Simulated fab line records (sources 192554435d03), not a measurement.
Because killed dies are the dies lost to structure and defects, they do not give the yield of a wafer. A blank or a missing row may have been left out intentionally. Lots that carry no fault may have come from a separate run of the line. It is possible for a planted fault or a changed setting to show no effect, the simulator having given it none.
fab line records	flow n5_finfet	part 2 of 2: steps 5 to 6 of 6
record lots=20	wafers=60	last_day=17
route steps=1938 shown BEOL_M5@1152 BEOL_M6@1195
lots with no fault: from the same line, run without faults
start_h: the number of hours between the record's first day and the start of the first shown wafer of the lot	wait_h: how many hours have passed since the lot's step before this one	" identical to the entry in the row above	L1.1+2: a row that stands for several wafers	- no value, or no start given	* or withheld: withheld	< > ~ a bound
route shown NAME@n: names a module that has steps shown in the file, with the first one's number in the route	usual: mean/standard deviation taken from wafers without a fault	same: alike in all rows	chamber/n: place in a boat	sites: the reading at each site	_std_site: standard deviation of those values	_edge_site: the outer-site mean with the inner-site mean subtracted	radius_mm: how far each site lies from the wafer's centre	mask NAME#n: copy n	behind: the most recent tool/chamber to have shaped the wafer	hold: cause of the lot's hold/its duration in hours/its outcome	device: the transistor (n, p or np) that didn't switch	end of line: tests run on the same wafers once the route is complete	a step without rows: its recipe alone	killed: dies that structure and defects cost at the first sort, which is not the same as the wafer's yield	map: a wafer's dies, marking killed ones x, the rest . and places with no die _
set.NAME: setting as actually run; set.NAME@STEP: the setting as run at that earlier step	model.NAME: the simulator's own value behind a step, which no gauge read
the route's steps for a sample of lots (tables are steps, rows are wafers)
services: a tool's chamber out of use, with start hour (start_h, from the record's first day; less than 0 if before it), hours out, and reason
## steps
# step N5_BEOL_M6_ETCH_61
# recipe chemistry=CF4	target=SiARC	target_depth_a=455	mask_material=CAR-ArF	time_s=75.8	ion_energy_ev=80	pressure_mtorr=40	source_w=545	bias_w=36	Ar_flow_sccm=100	cf4_flow_sccm=100	ends=cleared
# usual drypump_motor_current_A=5.6/0.52	etch_rf_on_time_s=76.8/2.7	oes_product_au=0.69/0.075	rf_vpp_V=183.8/1.1	showerhead_plenum_p_Torr=2.12/0.047	throttle_valve_pct=15.62/0.21
lot.wafer	tool	chamber	start_h	wait_h	drypump_motor_current_A	etch_rf_on_time_s	oes_product_au	rf_hours_counter_h	rf_vpp_V	showerhead_plenum_p_Torr	throttle_valve_pct
L075.2	rie_diel-05	2	191.50	0.0	4.8	73.3	0.63	171	183.5	2.05	15.72
L075.5	"	2	"	"	4.8	73.4	0.63	-	182.1	2.05	15.70
L075.6	"	1	"	"	5.1	77.9	0.72	-	183.6	2.17	15.38
L077.2	rie_diel-05	0	193.90	0.0	5.9	74.8	0.74	48	182.9	2.10	15.69
L077.4	"	2	"	"	4.8	73.2	0.63	172	183.8	2.05	15.73
L077.6	"	2	"	"	4.8	74.2	0.63	-	180.8	2.05	15.70
L076.3	rie_diel-03	0	194.38	0.0	6.3	78.3	0.81	7	184.6	2.13	15.69
L076.4	"	2	"	"	5.8	74.4	0.77	45	182.7	2.17	15.25
L076.6	"	3	"	"	5.5	76.5	0.59	-	184.2	2.19	15.94
L074.1	rie_diel-05	0	204.06	0.0	5.9	73.6	0.74	52	181.7	2.10	15.69
L074.3	"	2	"	"	4.9	73.5	0.64	175	183.0	2.05	15.72
L074.5	"	2	"	"	4.9	73.2	0.63	-	184.3	2.05	15.73
L078.4	rie_diel-05	1	214.34	0.0	5.1	76.9	0.72	46	184.9	2.17	15.40
L078.5	"	2	"	"	4.8	73.2	0.63	-	182.4	2.04	15.73
L078.6	"	1	"	"	5.1	77.1	0.71	-	184.3	2.17	15.39
L081.1	rie_diel-05	0	221.26	0.0	5.9	75.3	0.73	58	184.1	2.10	15.71
L081.4	"	3	"	"	6.1	81.8	0.58	-	182.9	2.12	15.85
L081.5	"	1	"	"	5.1	78.1	0.70	-	184.5	2.16	15.40
L082.2	rie_diel-05	2	235.02	0.0	4.8	73.2	0.63	181	184.0	2.04	15.74
L082.4	"	1	"	"	5.0	77.6	0.70	56	184.2	2.16	15.43
L082.5	"	3	"	"	6.1	82.2	0.57	-	185.0	2.12	15.88
L083.1	rie_diel-03	0	239.21	0.0	6.3	77.7	0.78	23	183.0	2.13	15.72
L083.3	"	3	"	"	5.5	77.8	0.79	7	185.1	2.18	15.46
L083.4	"	2	"	"	5.8	75.0	0.74	65	185.0	2.16	15.29
L085.2	rie_diel-03	0	257.70	0.0	6.3	78.3	0.76	30	182.2	2.12	15.74
L085.3	"	2	"	"	5.8	75.3	0.73	72	184.5	2.16	15.30
L085.6	"	0	"	"	6.3	78.0	0.77	-	185.0	2.12	15.72
L086.2	rie_diel-03	1	257.96	0.0	5.9	74.1	0.75	46	183.6	2.07	15.44
L086.4	"	0	"	"	6.3	77.3	0.77	30	184.5	2.12	15.74
L086.5	"	1	"	"	5.9	73.6	0.75	-	182.9	2.07	15.43
L087.1	rie_diel-06	1	267.22	0.0	5.9	80.7	0.82	1	183.7	2.11	15.57
L087.5	"	0	"	"	5.3	74.4	0.73	-	184.3	2.19	15.37
L087.6	"	1	"	"	5.9	80.2	0.82	-	184.3	2.11	15.58
L088.4	rie_diel-05	3	274.01	0.0	6.1	81.3	0.57	236	183.2	2.11	15.89
L088.5	"	0	"	"	5.9	74.1	0.71	-	183.5	2.09	15.74
L088.6	"	3	"	"	6.1	80.7	0.57	-	183.4	2.11	15.91
L089.2	rie_diel-05	2	278.18	0.0	4.8	73.7	0.62	197	182.8	2.04	15.77
L089.5	"	1	"	"	5.1	77.5	0.67	-	183.7	2.16	15.44
L089.6	"	2	"	"	4.8	73.7	0.62	-	183.2	2.04	15.77
L091.2	rie_diel-03	2	280.84	0.0	5.8	74.1	0.73	81	184.1	2.15	15.30
L091.5	"	0	"	"	6.3	78.2	0.75	-	184.4	2.12	15.76
L091.6	"	3	"	"	5.5	79.5	0.75	-	187.1	2.18	15.50
L090.2	rie_diel-06	2	288.53	0.0	4.6	75.0	0.75	32	182.0	2.10	15.56
L090.3	"	1	"	"	5.9	79.2	0.78	9	184.4	2.11	15.58
L090.5	"	2	"	"	4.7	74.9	0.75	-	184.4	2.10	15.57
L092.2	rie_diel-06	0	295.78	0.0	5.3	72.4	0.73	76	183.9	2.18	15.39
L092.4	"	2	"	"	4.7	74.6	0.74	35	184.3	2.10	15.57
L092.5	"	2	"	"	4.7	74.7	0.75	-	184.2	2.10	15.57
L093.2	rie_diel-05	2	299.76	0.0	4.8	74.0	0.61	205	184.0	2.04	15.79
L093.3	"	0	"	"	5.9	76.1	0.69	89	184.2	2.09	15.76
L093.6	"	1	"	"	5.0	78.7	0.67	-	183.5	2.15	15.47
L095.2	rie_diel-05	3	313.10	0.0	6.1	82.2	0.56	247	182.4	2.11	15.94
L095.4	"	2	"	"	4.8	73.0	0.61	209	182.9	2.03	15.78
L095.5	"	2	"	"	4.8	73.9	0.61	-	182.7	2.03	15.79
L096.1	rie_diel-03	3	318.80	0.0	5.5	80.3	0.73	34	183.6	2.17	15.51
L096.4	"	1	"	"	5.9	75.1	0.72	64	182.8	2.06	15.47
L096.6	"	0	"	"	6.3	80.8	0.71	-	182.4	2.12	15.78
L097.3	rie_diel-05	3	319.34	0.0	6.1	81.9	0.56	249	182.9	2.11	15.93
L097.4	"	2	"	"	4.9	74.2	0.61	211	183.4	2.03	15.80
L097.6	"	0	"	"	5.9	75.0	0.70	-	181.9	2.08	15.78
# step N5_BEOL_M6_ETCH_62
# recipe chemistry=N2/H2	target=SOC	target_depth_a=1100	overetch_a=220	mask_material=SiARC	temp_c=40	time_s=165	ion_energy_ev=200	pressure_mtorr=30	source_w=840	bias_w=150	n2_flow_sccm=200	h2_flow_sccm=200
# usual drypump_motor_current_A=5.6/0.52	n2_flow_sccm=199.9/0.64	oes_product_au=0.69/0.072	rf_vpp_V=523.2/1.7	showerhead_plenum_p_Torr=2.52/0.071	throttle_valve_pct=17.87/0.19
lot.wafer	tool	chamber	start_h	wait_h	drypump_motor_current_A	n2_flow_sccm	oes_product_au	rf_hours_counter_h	rf_vpp_V	showerhead_plenum_p_Torr	throttle_valve_pct
L075.2	rie_diel-05	2	191.56	0.0	4.8	201.7	0.62	171	521.6	2.41	17.89
L075.5	"	2	"	"	4.8	201.0	0.62	-	520.2	2.41	17.90
L075.6	"	1	"	"	5.1	200.2	0.72	-	525.4	2.58	17.61
L077.2	rie_diel-05	0	193.96	0.0	5.9	199.8	0.73	48	520.5	2.46	17.66
L077.4	"	2	"	"	4.8	199.6	0.62	172	520.3	2.41	17.89
L077.6	"	2	"	"	4.8	199.5	0.62	-	521.7	2.41	17.89
L076.3	rie_diel-03	0	194.44	0.0	6.3	201.2	0.81	7	522.7	2.50	17.86
L076.4	"	2	"	"	5.8	200.1	0.75	45	525.1	2.61	17.91
L076.6	"	3	"	"	5.5	199.0	0.60	-	524.4	2.63	18.35
L074.1	rie_diel-05	0	204.11	0.0	5.9	200.3	0.73	52	522.0	2.46	17.68
L074.3	"	2	"	"	4.8	200.0	0.61	175	521.5	2.41	17.91
L074.5	"	2	"	"	4.8	199.3	0.62	-	520.7	2.41	17.91
L078.4	rie_diel-05	1	214.40	0.0	5.0	198.7	0.71	46	524.3	2.58	17.63
L078.5	"	2	"	"	4.8	200.0	0.62	-	520.3	2.41	17.92
L078.6	"	1	"	"	5.0	199.3	0.72	-	525.4	2.58	17.64
L081.1	rie_diel-05	0	221.32	0.0	5.9	200.2	0.72	58	522.7	2.45	17.68
L081.4	"	3	"	"	6.1	199.7	0.60	-	523.4	2.53	18.15
L081.5	"	1	"	"	5.1	200.4	0.72	-	524.7	2.58	17.64
L082.2	rie_diel-05	2	235.07	0.0	4.8	199.9	0.60	181	523.0	2.41	17.89
L082.4	"	1	"	"	5.1	199.5	0.71	56	524.5	2.58	17.67
L082.5	"	3	"	"	6.1	199.9	0.60	-	523.6	2.52	18.17
L083.1	rie_diel-03	0	239.27	0.0	6.3	200.5	0.78	23	523.6	2.50	17.90
L083.3	"	3	"	"	5.5	198.9	0.80	7	525.0	2.63	17.96
L083.4	"	2	"	"	5.8	200.9	0.73	65	525.9	2.60	17.96
L085.2	rie_diel-03	0	257.75	0.0	6.3	200.8	0.77	30	520.9	2.49	17.91
L085.3	"	2	"	"	5.8	198.6	0.72	72	526.1	2.60	17.94
L085.6	"	0	"	"	6.3	200.7	0.77	-	523.3	2.49	17.89
L086.2	rie_diel-03	1	258.01	0.0	5.8	200.8	0.72	46	523.0	2.47	17.67
L086.4	"	0	"	"	6.3	199.2	0.77	30	522.2	2.49	17.89
L086.5	"	1	"	"	5.8	200.2	0.73	-	522.3	2.47	17.69
L087.1	rie_diel-06	1	267.28	0.0	5.9	199.4	0.84	1	522.1	2.47	17.64
L087.5	"	0	"	"	5.2	199.9	0.71	-	523.8	2.59	17.65
L087.6	"	1	"	"	5.9	199.0	0.84	-	523.1	2.47	17.63
L088.4	rie_diel-05	3	274.06	0.0	6.1	199.8	0.58	236	523.4	2.52	18.20
L088.5	"	0	"	"	5.9	201.1	0.70	-	522.1	2.45	17.73
L088.6	"	3	"	"	6.1	199.7	0.59	-	522.3	2.52	18.19
L089.2	rie_diel-05	2	278.24	0.0	4.9	199.5	0.60	197	518.8	2.40	17.94
L089.5	"	1	"	"	5.1	199.4	0.68	-	525.5	2.57	17.69
L089.6	"	2	"	"	4.9	200.2	0.60	-	520.3	2.40	17.96
L091.2	rie_diel-03	2	280.90	0.0	5.8	200.5	0.71	81	523.5	2.59	17.99
L091.5	"	0	"	"	6.3	201.4	0.75	-	522.8	2.49	17.93
L091.6	"	3	"	"	5.5	200.9	0.77	-	526.5	2.62	18.00
L090.2	rie_diel-06	2	288.59	0.0	4.7	201.1	0.74	32	523.1	2.47	17.69
L090.3	"	1	"	"	5.9	199.4	0.80	9	522.5	2.46	17.66
L090.5	"	2	"	"	4.7	200.9	0.74	-	523.1	2.47	17.67
L092.2	rie_diel-06	0	295.84	0.0	5.3	199.9	0.70	76	523.1	2.59	17.68
L092.4	"	2	"	"	4.7	200.2	0.73	35	521.8	2.47	17.71
L092.5	"	2	"	"	4.7	199.6	0.73	-	520.8	2.47	17.69
L093.2	rie_diel-05	2	299.82	0.0	4.9	199.9	0.60	205	520.1	2.40	17.96
L093.3	"	0	"	"	5.9	200.5	0.69	89	520.2	2.44	17.72
L093.6	"	1	"	"	5.1	200.5	0.67	-	524.1	2.57	17.69
L095.2	rie_diel-05	3	313.16	0.0	6.1	200.4	0.58	247	522.9	2.51	18.21
L095.4	"	2	"	"	4.8	199.4	0.59	209	520.9	2.40	17.96
L095.5	"	2	"	"	4.9	199.2	0.59	-	520.3	2.40	17.97
L096.1	rie_diel-03	3	318.86	0.0	5.5	199.9	0.75	34	525.3	2.62	18.02
L096.4	"	1	"	"	5.9	199.2	0.71	64	522.8	2.46	17.72
L096.6	"	0	"	"	6.3	201.4	0.73	-	522.8	2.48	17.94
L097.3	rie_diel-05	3	319.39	0.0	6.1	199.2	0.58	249	522.5	2.51	18.22
L097.4	"	2	"	"	4.9	200.9	0.60	211	521.9	2.40	17.97
L097.6	"	0	"	"	5.9	199.8	0.69	-	521.7	2.44	17.74
## services
tool	chamber	start_h	hours	kind
rie_diel-03	-	158.24	0.4	repair
rie_diel-01	3	165.35	3.0	repair
rie_diel-06	2	168.19	-	clean
rie_diel-03	3	168.79	4.2	repair
rie_diel-02	0	172.64	-	clean
rie_diel-02	0	172.64	-	consumable_replace:focus_ring
rie_diel-02	0	172.64	14.3	scheduled_down
rie_diel-02	0	172.64	14.3	vent_cycle
uv_cure-01	-	175.49	7.5	pm
uv_cure-03	-	177.57	1.5	repair
rie_diel-03	3	205.74	-	clean
rie_diel-03	3	205.74	-	consumable_replace:focus_ring
rie_diel-03	3	205.74	18.8	scheduled_down
rie_diel-03	3	205.74	18.8	vent_cycle
uv_cure-02	-	215.01	1.0	pm
rie_diel-03	0	218.61	7.7	repair
rie_diel-01	2	220.07	16.1	repair
rie_diel-06	-	223.44	14.6	pm
rie_diel-05	-	229.22	0.1	repair
rie_diel-02	0	264.59	16.2	repair
rie_diel-02	-	271.50	14.6	pm
uv_cure-03	-	297.84	2.1	pm
pvd_sputter-02	-	303.66	4.3	repair
rie_diel-04	1	310.45	4.1	repair
